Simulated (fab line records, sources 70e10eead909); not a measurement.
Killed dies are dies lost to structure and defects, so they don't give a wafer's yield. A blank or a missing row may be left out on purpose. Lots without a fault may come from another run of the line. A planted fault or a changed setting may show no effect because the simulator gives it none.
fab line records | flow nand_harc
record lots=24 wafers=72 last_day=33
route steps=1302 shown P_M0@266 P_M1@310 P_M2@350 P_BONDPAD@351
lots that met no fault: from a run of the same line without faults
start_h: hours from the record's first day to the start of the lot's first wafer shown | wait_h: hours since the lot's step before | " the same as in the row above | L1.1+2: a row that stands for several wafers | - no value, or no start given | * or withheld: withheld | < > ~ a bound
route shown NAME@n: a module of which the file shows steps, and the number in the route of the first | usual: mean/standard deviation of fault-free wafers | same: alike in all rows | chamber/n: place in a boat | sites: the reading at each site | _std_site: their standard deviation | _edge_site: outer sites' mean less inner sites' | radius_mm: how far each site lies from the wafer's centre | mask NAME#n: copy n | behind: the tool/chamber that last shaped the wafer | hold: why the lot was held/for how many hours/how that ended | device: the transistor (n, p or np) that didn't switch | end of line: the same wafers' tests at the end of the route | a step without rows: its recipe alone | killed: dies lost to structure and defects at the first sort, not the wafer's yield | map: a wafer's dies, x killed, . not, _ none there
set.NAME: the setting as run; set.NAME@STEP: as run at that earlier step | model.NAME: the simulator's own value behind a step, which no gauge read
steps of the route over a sample of lots; a table a step, a row a wafer
services: from which hour (start_h, from the record's first day; less than 0 if before it) a tool's chamber was out of use, for how many hours, and why
## steps
# step NHARC_P_M0_DESCUM_14
# recipe time_s=3 o2_flow_sccm=200 ar_flow_sccm=0 bias_power_w=0 chemistry=O2
# usual drypump_motor_current_A=5.8/0.44 oes_product_au=0.996/0.0073 rf_vpp_V=57.8/0.87 showerhead_plenum_p_Torr=1.91/0.071 throttle_valve_pct=11.311/0.0093
# columns lot.wafer tool chamber start_h wait_h drypump_motor_current_A oes_product_au rf_hours_counter_h rf_vpp_V showerhead_plenum_p_Torr throttle_valve_pct
L074.4 rie_diel-04 3 126.65 0.1 5.4 0.999 35 57.0 1.90 11.323
L074.2 " 1 " " 4.9 0.999 31 56.0 1.87 11.301
L074.6 " 0 " " 5.4 0.989 - 56.3 1.81 11.305
L075.1 rie_diel-12 0 135.32 0.1 6.0 0.989 4 58.8 1.93 11.317
L075.5 " 0 " " 6.0 0.979 - 57.6 1.93 11.311
L075.6 " 1 " " 5.7 0.983 - 59.0 2.03 11.313
L076.1 rie_diel-12 0 139.41 0.1 6.0 0.988 6 58.2 1.93 11.289
L076.2 " 2 " " 5.6 0.991 7 56.7 1.92 11.305
L076.3 " 2 " " 5.6 0.986 - 56.8 1.92 11.295
L077.2 rie_diel-12 0 153.11 0.1 6.0 0.994 9 58.1 1.93 11.318
L077.3 " 2 " " 5.6 0.998 10 57.6 1.92 11.325
L077.4 " 2 " " 5.6 1.003 - 58.2 1.92 11.327
L078.1 rie_diel-12 0 164.11 0.1 6.0 0.987 10 57.1 1.93 11.312
L078.2 " 2 " " 5.6 0.997 11 58.6 1.92 11.323
L078.6 " 1 " " 5.7 0.992 - 57.6 2.03 11.313
L079.1 rie_diel-04 2 179.44 0.1 6.0 0.995 55 56.3 1.84 11.300
L079.2 " 1 " " 4.8 1.011 54 58.0 1.87 11.311
L079.6 " 3 " " 5.5 0.996 - 57.0 1.89 11.320
L080.2 rie_diel-04 0 181.91 0.1 5.4 0.988 56 58.3 1.80 11.312
L080.4 " 1 " " 4.9 0.996 54 57.7 1.86 11.310
L080.1 " 3 " " 5.4 1.005 58 57.4 1.89 11.315
L081.1 rie_diel-04 1 187.91 0.1 4.9 1.006 56 57.1 1.86 11.321
L081.6 " 2 " " 6.0 1.003 - 57.9 1.84 11.299
L081.5 " 3 " " 5.4 0.990 - 57.0 1.89 11.313
L082.1 rie_diel-07 0 204.67 0.1 6.5 0.992 29 57.0 1.80 11.332
L082.4 " 1 " " 5.4 0.990 22 58.6 1.99 11.298
L082.5 " 1 " " 5.3 0.984 - 57.8 1.99 11.323
L084.1 rie_diel-12 0 214.26 0.1 6.0 0.988 18 56.7 1.93 11.319
L084.2 " 1 " " 5.7 0.988 14 58.2 2.02 11.309
L084.6 " 1 " " 5.7 0.996 - 58.2 2.02 11.315
L083.3 rie_diel-07 0 214.59 0.1 6.5 0.994 35 56.4 1.80 11.324
L083.4 " 1 " " 5.5 0.989 26 58.1 1.99 11.318
L083.2 " 2 " " 6.2 0.997 35 57.3 1.80 11.312
L085.1 rie_diel-12 2 231.30 0.1 5.6 1.001 22 57.6 1.92 11.316
L085.4 " 0 " " 6.1 0.998 22 58.1 1.93 11.299
L085.6 " 1 " " 5.7 0.989 - 59.4 2.02 11.306
L086.4 rie_diel-07 2 239.84 0.1 6.2 0.985 43 58.0 1.79 11.311
L086.2 " 0 " " 6.5 0.993 43 58.2 1.80 11.322
L086.6 " 1 " " 5.3 0.984 - 58.4 1.99 11.307
L087.1 rie_diel-12 0 252.30 0.1 6.1 0.990 26 57.3 1.93 11.318
L087.2 " 1 " " 5.7 0.992 22 58.1 2.02 11.302
L087.3 " 2 " " 5.6 1.007 27 57.3 1.91 11.318
L088.4 rie_diel-12 2 266.94 0.1 5.6 1.003 29 56.4 1.91 11.296
L088.5 " 2 " " 5.6 1.003 - 58.7 1.91 11.292
L088.6 " 3 " " 6.5 1.006 - 59.0 1.98 11.311
L089.3 rie_diel-12 1 267.38 0.1 5.7 1.001 24 58.1 2.02 11.315
L089.4 " 2 " " 5.6 1.003 29 57.8 1.91 11.303
L089.6 " 0 " " 6.1 0.999 - 58.0 1.93 11.302
L090.2 rie_diel-12 3 281.81 0.2 6.5 1.005 1 59.0 1.98 11.310
L090.3 " 2 " " 5.6 1.001 1 58.4 1.91 11.315
L090.6 " 3 " " 6.5 0.991 - 59.2 1.98 11.311
L092.4 rie_diel-12 1 294.86 0.1 5.7 1.002 3 59.0 2.02 11.313
L092.3 " 3 " " 6.5 0.997 3 57.6 1.98 11.307
L092.2 " 0 " " 6.0 0.985 4 57.8 1.92 11.300
L091.4 rie_diel-12 3 296.14 0.1 6.5 0.996 3 57.2 1.98 11.315
L091.1 " 1 " " 5.7 1.002 3 59.1 2.02 11.316
L091.5 " 3 " " 6.5 0.994 - 57.7 1.98 11.304
L093.2 rie_diel-04 2 310.25 0.1 6.0 1.005 44 55.2 1.82 11.320
L093.4 " 3 " " 5.4 0.992 - 57.0 1.88 11.314
L093.6 " 1 " " 4.9 0.990 - 58.3 1.85 11.315
L094.1 rie_diel-04 2 324.42 0.1 6.0 1.007 46 56.3 1.82 11.320
L094.6 " 0 " " 5.4 1.002 - 58.1 1.79 11.316
L094.5 " 1 " " 4.8 1.002 - 59.0 1.85 11.313
L095.1 rie_diel-12 3 327.56 0.1 6.5 0.987 6 56.1 1.98 11.303
L095.4 " 2 " " 5.6 0.993 7 56.7 1.91 11.316
L095.6 " 0 " " 6.0 1.002 - 57.6 1.92 11.301
L096.1 rie_diel-12 0 347.69 0.1 6.0 1.000 12 57.4 1.92 11.291
L096.5 " 0 " " 6.0 0.998 - 58.2 1.92 11.300
L096.6 " 1 " " 5.7 1.008 - 58.3 2.02 11.291
L097.4 rie_diel-07 1 355.21 0.1 5.4 0.990 18 57.4 1.97 11.295
L097.2 " 2 " " 6.2 0.984 17 57.5 1.78 11.313
L097.6 " 2 " " 6.2 1.013 - 57.3 1.78 11.298
# step NHARC_P_M0_PVD_20
# recipe target_thk_a=50 bias_v=168.6 power_w=15000 chamber_pressure_pa=0.12 time_s=8.06 substrate_temp_c=50 material=TaN
# usual throttle_valve_pct=29.9/0.96
# columns lot.wafer tool chamber start_h wait_h throttle_valve_pct
L074.4 pvd_sputter-03 - - - 30.5
L074.2 " - " " 28.3
L074.6 " - " " 28.6
L075.1 pvd_sputter-03 - - - 29.8
L075.5 " - " " 28.6
L075.6 " - " " 30.1
L076.3 pvd_sputter-01 - - - 29.2
L076.1 " - " " 31.4
L076.2 " - " " 31.4
L077.3 pvd_sputter-03 - - - 29.9
L077.2 " - " " 29.7
L077.4 " - " " 28.4
L078.1 pvd_sputter-01 - - - 29.6
L078.2 " - " " 31.3
L078.6 " - " " 29.6
L079.2 pvd_sputter-03 - - - 29.8
L079.1 " - " " 30.0
L079.6 " - " " 29.8
L080.1 pvd_sputter-01 - - - 29.1
L080.4 " - " " 31.2
L080.2 " - " " 31.6
L081.1 pvd_sputter-02 - - - 28.6
L081.6 " - " " 29.7
L081.5 " - " " 28.3
L082.1 pvd_sputter-01 - - - 31.3
L082.4 " - " " 31.5
L082.5 " - " " 29.1
L084.1 pvd_sputter-02 - - - 30.9
L084.2 " - " " 29.3
L084.6 " - " " 29.2
L083.2 pvd_sputter-03 - - - 28.8
L083.3 " - " " 30.0
L083.4 " - " " 30.3
L085.4 pvd_sputter-01 - - - 29.5
L085.1 " - " " 29.3
L085.6 " - " " 31.0
L086.2 pvd_sputter-03 - - - 29.9
L086.4 " - " " 29.7
L086.6 " - " " 28.9
L087.1 pvd_sputter-03 - - - 30.2
L087.3 " - " " 28.8
L087.2 " - " " 29.9
L088.4 pvd_sputter-03 - - - 29.6
L088.5 " - " " 28.6
L088.6 " - " " 29.9
L089.4 pvd_sputter-01 - - - 31.6
L089.3 " - " " 29.6
L089.6 " - " " 31.2
L090.2 pvd_sputter-01 - - - 31.5
L090.3 " - " " 29.8
L090.6 " - " " 31.7
L092.3 pvd_sputter-02 - - - 28.0
L092.2 " - " " 31.4
L092.4 " - " " 29.5
L091.4 pvd_sputter-01 - - - 31.6
L091.1 " - " " 29.8
L091.5 " - " " 31.9
L093.4 pvd_sputter-03 - - - 29.9
L093.2 " - " " 29.0
L093.6 " - " " 29.8
L094.1 pvd_sputter-02 - - - 28.2
L094.5 " - " " 29.7
L094.6 " - " " 28.2
L095.1 pvd_sputter-03 - - - 30.1
L095.4 " - " " 28.7
L095.6 " - " " 30.2
L096.1 pvd_sputter-01 - - - 31.3
L096.5 " - " " 31.9
L096.6 " - " " 29.6
L097.4 pvd_sputter-02 - - - 29.7
L097.2 " - " " 28.2
L097.6 " - " " 29.7
# step NHARC_P_M0_CMP_23
# recipe t_overpolish_s=20 target_thk_nm=117.54
# usual motor_current_A=11.8/0.64 time_to_endpoint_s=28.2/2
# columns lot.wafer tool chamber start_h wait_h motor_current_A time_to_endpoint_s
L074.4 cmp-01 2 129.39 - 12.3 27.0
L074.2 " 1 " " 11.4 27.0
L074.6 " 2 " " 11.8 27.7
L075.1 cmp-04 0 137.72 - 11.4 25.9
L075.5 " 1 " " 11.5 27.1
L075.6 " 2 " " 11.6 26.3
L076.3 cmp-04 2 141.69 - 11.9 26.1
L076.2 " 3 " " 11.6 28.0
L076.1 " 1 " " 11.6 27.2
L077.3 cmp-02 1 155.19 - 11.4 25.6
L077.2 " 2 " " 10.4 23.1
L077.4 " 3 " " 12.2 26.5
L078.2 cmp-04 2 166.10 - 11.4 27.7
L078.1 " 3 " " 11.3 28.2
L078.6 " 3 " " 12.3 28.5
L079.1 cmp-02 0 182.01 - 11.8 26.0
L079.2 " 3 " " 12.0 28.5
L079.6 " 0 " " 12.2 26.1
L080.1 cmp-02 1 183.96 - 12.1 28.8
L080.4 " 3 " " 12.3 31.7
L080.2 " 0 " " 12.8 29.7
L081.1 cmp-04 3 189.89 - 11.1 31.1
L081.5 " 3 " " 11.6 32.6
L081.6 " 0 " " 11.8 30.8
L082.1 cmp-04 1 206.72 - 12.2 29.6
L082.4 " 2 " " 12.1 31.0
L082.5 " 0 " " 11.3 30.6
L083.3 cmp-04 3 216.62 - 11.7 26.6
L083.4 " 0 " " 11.5 25.0
L083.2 " 1 " " 12.2 28.6
L084.2 cmp-01 0 216.64 - 12.4 24.6
L084.1 " 2 " " 12.0 28.2
L084.6 " 0 " " 12.8 27.3
L085.4 cmp-01 3 233.33 - 12.1 28.4
L085.1 " 0 " " 11.8 25.7
L085.6 " 2 " " 12.2 29.5
L086.2 cmp-01 1 241.83 - 11.7 30.3
L086.4 " 0 " " 12.1 27.2
L086.6 " 1 " " 11.0 27.8
L087.2 cmp-01 1 254.32 - 11.8 28.5
L087.3 " 3 " " 12.3 26.8
L087.1 " 0 " " 12.3 26.0
L088.4 cmp-02 0 269.02 - 12.6 27.7
L088.5 " 1 " " 11.5 30.0
L088.6 " 2 " " 10.3 28.9
L089.4 cmp-02 1 269.54 - 12.2 29.3
L089.3 " 2 " " 10.3 30.7
L089.6 " 2 " " 10.0 26.9
L090.2 cmp-04 2 283.88 - 11.9 31.1
L090.3 " 0 " " 11.5 28.9
L090.6 " 2 " " 12.1 30.8
L092.3 cmp-02 0 296.86 - 11.8 28.2
L092.4 " 1 " " 11.5 30.0
L092.2 " 2 " " 10.2 27.6
L091.4 cmp-02 0 298.13 - 12.4 26.4
L091.1 " 3 " " 12.6 26.7
L091.5 " 0 " " 12.2 24.7
L093.4 cmp-04 1 312.35 - 12.4 28.0
L093.2 " 3 " " 11.9 30.4
L093.6 " 2 " " 12.4 28.3
L094.1 cmp-02 2 326.48 - 10.1 24.8
L094.6 " 1 " " 12.2 27.4
L094.5 " 2 " " 10.4 26.7
L095.1 cmp-04 2 329.57 - 12.4 29.0
L095.4 " 3 " " 11.2 30.5
L095.6 " 3 " " 11.6 30.0
L096.1 cmp-01 2 349.69 - 12.7 30.8
L096.6 " 2 " " 11.9 27.7
L096.5 " 3 " " 11.4 30.6
L097.2 cmp-01 1 357.21 - 10.9 28.2
L097.4 " 2 " " 12.5 29.0
L097.6 " 1 " " 11.7 28.9
# step NHARC_P_M1_ANNEAL_31
# recipe temp_c=225 time_s=90
# usual wafer_temp_C_max=226.11/0.26
# columns lot.wafer tool chamber start_h wait_h wafer_temp_C_max
L074.2 rtp_anneal-02 0 133.25 0.4 226.14
L074.4 " 0 " " 225.87
L074.6 " 0 " " 225.70
L075.1 rtp_anneal-01 0 141.56 0.3 226.03
L075.5 " 0 " " 225.91
L075.6 " 0 " " 225.93
L076.1 rtp_anneal-02 0 145.57 0.3 225.81
L076.2 " 0 " " 226.04
L076.3 " 0 " " 225.96
L077.2 rtp_anneal-01 0 159.56 - 225.76
L077.3 " 0 " " 226.03
L077.4 " 0 " " 226.24
L078.1 rtp_anneal-02 0 169.91 - 226.05
L078.2 " 0 " " 226.26
L078.6 " 0 " " 225.98
L079.1 rtp_anneal-01 0 185.69 - 225.80
L079.2 " 0 " " 226.07
L079.6 " 0 " " 225.90
L080.1 rtp_anneal-01 0 187.84 0.3 225.58
L080.2 " 0 " " 225.93
L080.4 " 0 " " 226.06
L081.1 rtp_anneal-02 0 193.80 0.4 226.37
L081.5 " 0 " " 226.63
L081.6 " 0 " " 226.52
L082.1 rtp_anneal-02 0 210.31 - 226.29
L082.4 " 0 " " 226.51
L082.5 " 0 " " 226.32
L083.2 rtp_anneal-01 0 220.48 0.4 226.25
L083.3 " 0 " " 226.01
L083.4 " 0 " " 225.95
L084.1 rtp_anneal-02 0 220.66 0.3 225.96
L084.2 " 0 " " 226.03
L084.6 " 0 " " 226.52
L085.1 rtp_anneal-01 0 236.99 0.3 226.00
L085.4 " 0 " " 226.02
L085.6 " 0 " " 225.78
L086.2 rtp_anneal-02 0 246.09 - 226.39
L086.4 " 0 " " 226.32
L086.6 " 0 " " 226.29
L087.1 rtp_anneal-02 0 257.99 - 226.08
L087.2 " 0 " " 226.25
L087.3 " 0 " " 226.37
L088.4 rtp_anneal-01 0 272.87 0.3 226.15
L088.5 " 0 " " 225.90
L088.6 " 0 " " 226.03
L089.3 rtp_anneal-01 0 273.66 0.4 226.14
L089.4 " 0 " " 226.51
L089.6 " 0 " " 226.17
L090.2 rtp_anneal-02 0 287.73 0.3 225.87
L090.3 " 0 " " 226.38
L090.6 " 0 " " 226.25
L092.2 rtp_anneal-02 0 300.77 0.3 226.13
L092.3 " 0 " " 225.87
L092.4 " 0 " " 226.04
L091.1 rtp_anneal-02 0 301.99 0.3 226.07
L091.4 " 0 " " 226.04
L091.5 " 0 " " 225.69
L093.2 rtp_anneal-02 0 316.19 - 225.93
L093.4 " 0 " " 226.26
L093.6 " 0 " " 226.35
L094.1 rtp_anneal-02 0 330.25 - 226.30
L094.5 " 0 " " 226.05
L094.6 " 0 " " 226.37
L095.1 rtp_anneal-02 0 333.48 - 225.96
L095.4 " 0 " " 226.10
L095.6 " 0 " " 225.93
L096.1 rtp_anneal-02 0 353.61 - 226.14
L096.5 " 0 " " 226.03
L096.6 " 0 " " 226.26
L097.2 rtp_anneal-01 0 361.10 0.4 226.10
L097.4 " 0 " " 226.29
L097.6 " 0 " " 226.36
# step NHARC_P_M2_DEP_33
# recipe target_thk_a=300 temp_c=370 target_thk_nm=30 pressure_torr=3 flow_sccm=200 rf_w=450 material=SiCN
# usual heater_power_w=600/56
# columns lot.wafer tool chamber start_h wait_h heater_power_w
L074.2 pecvd-04 2 138.65 0.1 501
L074.4 " 1 " " 616
L074.6 " 2 " " 502
L075.1 pecvd-04 0 146.73 0.1 601
L075.6 " 1 " " 540
L075.5 " 0 " " 597
L076.3 pecvd-01 1 150.67 0.1 590
L076.1 " 2 " " 608
L076.2 " 0 " " 681
L077.2 pecvd-01 2 164.65 0.1 603
L077.3 " 1 " " 645
L077.4 " 0 " " 613
L078.1 pecvd-01 2 174.90 0.1 606
L078.2 " 1 " " 628
L078.6 " 0 " " 682
L079.1 pecvd-04 2 190.86 0.1 534
L079.2 " 1 " " 605
L079.6 " 0 " " 680
L080.1 pecvd-01 0 193.26 0.1 627
L080.2 " 1 " " 634
L080.4 " 2 " " 618
L081.1 pecvd-03 0 199.19 0.1 561
L081.6 " 0 " " 572
L081.5 " 1 " " 555
L082.1 pecvd-01 2 215.52 0.1 635
L082.5 " 0 " " 676
L082.4 " 1 " " 504
L083.3 pecvd-03 2 225.76 0.1 587
L083.2 " 1 " " 567
L083.4 " 0 " " 505
L084.2 pecvd-03 2 226.26 0.1 601
L084.1 " 1 " " 538
L084.6 " 0 " " 561
L085.1 pecvd-01 2 242.10 0.1 617
L085.4 " 0 " " 598
L085.6 " 2 " " 612
L086.2 pecvd-03 0 251.22 0.1 563
L086.6 " 1 " " 531
L086.4 " 2 " " 644
L087.3 pecvd-01 0 263.08 0.1 679
L087.1 " 1 " " 558
L087.2 " 2 " " 626
L088.5 pecvd-01 2 277.96 0.2 670
L088.6 " 0 " " 702
L088.4 " 1 " " 633
L089.3 pecvd-01 0 278.77 0.1 563
L089.4 " 0 " " 562
L089.6 " 1 " " 532
L090.3 pecvd-01 1 292.84 0.1 556
L090.2 " 2 " " 637
L090.6 " 0 " " 616
L092.3 pecvd-01 2 305.84 0.1 633
L092.2 " 0 " " 640
L092.4 " 0 " " 627
L091.1 pecvd-01 2 307.11 0.1 653
L091.5 " 0 " " 578
L091.4 " 1 " " 599
L093.2 pecvd-03 0 321.34 0.1 481
L093.4 " 1 " " 534
L093.6 " 2 " " 587
L094.1 pecvd-01 0 335.46 0.1 658
L094.5 " 1 " " 606
L094.6 " 0 " " 672
L095.1 pecvd-03 0 339.00 0.1 509
L095.6 " 1 " " 498
L095.4 " 0 " " 486
L096.1 pecvd-03 2 358.85 0.1 666
L096.5 " 0 " " 549
L096.6 " 1 " " 487
L097.2 pecvd-04 0 366.16 0.1 679
L097.4 " 1 " " 540
L097.6 " 2 " " 518
# step NHARC_P_BONDPAD_DEP_00
# recipe target_thk_a=2500 temp_c=370 target_thk_nm=250 pressure_torr=3 flow_sccm=200 rf_w=450 material=SiCN
# usual heater_power_w=592/57
# columns lot.wafer tool chamber start_h wait_h heater_power_w
L074.2 pecvd-04 0 - - 620
L074.6 " 0 " " 620
L074.4 " 2 " " 542
L075.1 pecvd-04 0 - - 659
L075.5 " 1 " " 560
L075.6 " 2 " " 555
L076.1 pecvd-03 0 151.08 - 571
L076.2 " 1 " " 535
L076.3 " 2 " " 612
L077.2 pecvd-04 2 165.11 - 488
L077.3 " 0 " " 708
L077.4 " 1 " " 617
L078.1 pecvd-04 1 175.31 - 608
L078.2 " 0 " " 684
L078.6 " 1 " " 615
L079.2 pecvd-01 2 191.25 - 649
L079.1 " 0 " " 672
L079.6 " 0 " " 580
L080.1 pecvd-04 1 193.73 - 545
L080.2 " 2 " " 573
L080.4 " 2 " " 470
L081.1 pecvd-01 1 199.57 - 596
L081.5 " 1 " " 609
L081.6 " 0 " " 696
L082.1 pecvd-03 2 215.90 - 614
L082.5 " 2 " " 630
L082.4 " 0 " " 523
L083.2 pecvd-04 1 226.22 - 583
L083.3 " 2 " " 566
L083.4 " 0 " " 667
L084.1 pecvd-04 0 226.68 - 568
L084.2 " 2 " " 530
L084.6 " 2 " " 549
L085.1 pecvd-03 1 242.63 0.5 514
L085.4 " 1 " " 531
L085.6 " 2 " " 645
L086.2 pecvd-04 0 251.60 - 621
L086.4 " 2 " " 541
L086.6 " 1 " " 593
L087.2 pecvd-01 0 - - 598
L087.3 " 1 " " 593
L087.1 " 2 " " 538
L088.6 pecvd-03 0 278.40 - 490
L088.5 " 1 " " 528
L088.4 " 2 " " 642
L089.3 pecvd-01 1 - - 592
L089.4 " 1 " " 596
L089.6 " 2 " " 623
L090.3 pecvd-03 0 293.25 - 510
L090.2 " 1 " " 558
L090.6 " 0 " " 507
L092.2 pecvd-03 1 306.21 - 525
L092.3 " 2 " " 571
L092.4 " 2 " " 587
L091.1 pecvd-01 1 - - 632
L091.5 " 0 " " 623
L091.4 " 1 " " 526
L093.2 pecvd-04 1 321.67 - 553
L093.6 " 1 " " 558
L093.4 " 2 " " 478
L094.1 pecvd-03 2 335.84 - 618
L094.5 " 1 " " 554
L094.6 " 2 " " 624
L095.1 pecvd-01 2 339.33 - 588
L095.6 " 0 " " 616
L095.4 " 1 " " 572
L096.1 pecvd-04 0 359.31 - 655
L096.6 " 0 " " 679
L096.5 " 1 " " 612
L097.2 pecvd-01 0 366.75 - 600
L097.6 " 1 " " 680
L097.4 " 0 " " 628
## services
# columns tool chamber start_h hours kind
cmp-04 - 111.00 4.0 pm
rie_diel-12 3 114.67 2.5 repair
pecvd-01 - 130.18 13.0 pm
rie_diel-12 3 132.53 15.9 repair
pvd_sputter-01 - 135.43 3.0 repair
rie_diel-12 1 137.72 19.1 repair
rie_diel-12 3 166.26 2.0 repair
pvd_sputter-03 - 170.00 10.0 pm
pecvd-04 2 173.13 5.0 repair
pecvd-03 - 185.24 13.0 pm
pecvd-04 - 207.83 0.7 repair
cmp-04 - 209.00 4.0 pm
pecvd-03 - 216.61 0.9 repair
cmp-04 - 216.95 1.2 repair
pecvd-01 1 241.02 4.1 repair
rie_diel-12 - 268.52 9.0 pm
pecvd-04 - 269.00 13.0 pm
pvd_sputter-03 - 280.02 3.6 repair
pecvd-04 0 305.44 6.8 repair
pecvd-01 - 311.18 13.0 pm
rie_diel-12 1 334.90 2.0 repair
pvd_sputter-03 - 347.13 1.3 repair
pvd_sputter-03 - 348.45 10.0 pm
pecvd-03 - 366.25 13.0 pm
## key
fault none
